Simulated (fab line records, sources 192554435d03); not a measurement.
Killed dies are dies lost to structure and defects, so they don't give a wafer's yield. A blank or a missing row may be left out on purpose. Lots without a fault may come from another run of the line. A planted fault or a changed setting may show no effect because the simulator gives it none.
Chamber matching | flow n5_finfet | N5_BEOL_M2_ALD_98 on ald_sin-04: 4 sister chambers
The step deposits SiO2, target thk 2.5 nm, pulse time 1 s, co reactant pulse time 1 s. 7 wafers are shown with their chamber, then 8 later ones without.

WAFERS WITH THEIR CHAMBER
wafer  | chamber | heater_power_w (W) | precursor_pulse_height_rel
L081.1 | 2       | 84                 | 1.026
L081.2 | 3       | 76                 | 1.023
L090.5 | 2       | 81                 | 0.969
L091.1 | 0       | 79                 | 1.037
L091.2 | 1       | 92                 | 0.996
L091.6 | 1       | 94                 | 0.985
L094.1 | 0       | 75                 | 1.016

WAFERS WITHOUT THEIR CHAMBER
wafer  | heater_power_w (W) | precursor_pulse_height_rel
L094.2 | 83                 | 0.986
L094.4 | 75                 | 0.975
L096.1 | 91                 | 0.987
L096.2 | 77                 | 1.021
L096.3 | 84                 | 0.998
L097.1 | 77                 | 0.959
L097.2 | 77                 | 1.000
L097.6 | 83                 | 1.017

WHICH CHAMBER EACH WENT THROUGH
wafer  | from the rows above          | in truth
L094.2 | 2                            | 2
L094.4 | can't be placed: 3 or 0 or 2 | 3
L096.1 | 1                            | 1
L096.2 | can't be placed: 0 or 3      | 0
L096.3 | 2                            | 2
L097.1 | can't be placed: 3 or 0 or 2 | 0
L097.2 | can't be placed: 3 or 0 or 2 | 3
L097.6 | can't be placed: 2 or 0      | 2
Placed correctly: 3 of 8. Can't be placed from these rows: 5 (the true chamber is among the candidates in 5). Placed wrongly: 0.
How it was worked out, from the rows above alone: a wafer's distance from a chamber is the root of the sum, over the readings, of the square of ((its reading less the chamber's mean) divided by the reading's scatter). The wafer belongs to the nearest chamber; if the next one is less than 2 further off, it can't be placed. A chamber's mean is the mean of its shown wafers. The scatter: the root of (the sum of the squares of (reading less its chamber's mean) over the shown wafers, divided by (wafers less chambers)).
